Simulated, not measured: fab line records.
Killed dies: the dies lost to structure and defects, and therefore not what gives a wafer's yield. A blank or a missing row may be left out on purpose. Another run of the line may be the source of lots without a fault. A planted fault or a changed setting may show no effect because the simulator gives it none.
Chamber matching	flow n5-finfet	ald-metal-02 running N5_BEOL_M10_ALD_74: 4 sister chambers
The step deposits TaN, target thk 2 nm, pulse time 2 s, purge time 3 s. 8 wafers are shown with their chamber, then 7 later ones without.

== WAFERS PAIRED WITH THEIR CHAMBERS ==
wafer	chamber	heater-power-outer-w (W)	heater-power-w (W)
L440.4	1	204	400
L440.6	1	204	399
L441.2	3	166	309
L441.6	0	279	459
L444.1	2	238	408
L444.2	0	272	470
L452.4	3	167	304
L452.5	2	244	391

== WAFERS WHOSE CHAMBER IS MISSING ==
wafer	heater-power-outer-w (W)	heater-power-w (W)
L452.6	279	469
L453.1	280	473
L453.3	166	304
L453.6	166	310
L455.1	172	307
L455.3	242	395
L455.6	280	474

== EACH ONE'S CHAMBER ==
wafer	from the rows above	in truth
L452.6	0	0
L453.1	0	0
L453.3	3	3
L453.6	3	3
L455.1	3	3
L455.3	2	2
L455.6	0	0
Correctly placed: 7 of 7. Can't be placed from these rows: 0. Number placed wrongly: 0.
How it was worked out, from the rows above alone: a wafer's distance from a chamber is the root of the sum, over the readings, of the square of ((its reading less the chamber's mean) divided by the reading's scatter). If the next closest chamber is less than 2 further off than the closest, the wafer can't be placed; otherwise it belongs to the closest. For every chamber, the mean is computed from those of its wafers that are shown. The scatter: take each reading less its chamber's mean, square it, sum over the shown wafers, divide by the number of wafers less the number of chambers, and take the root.
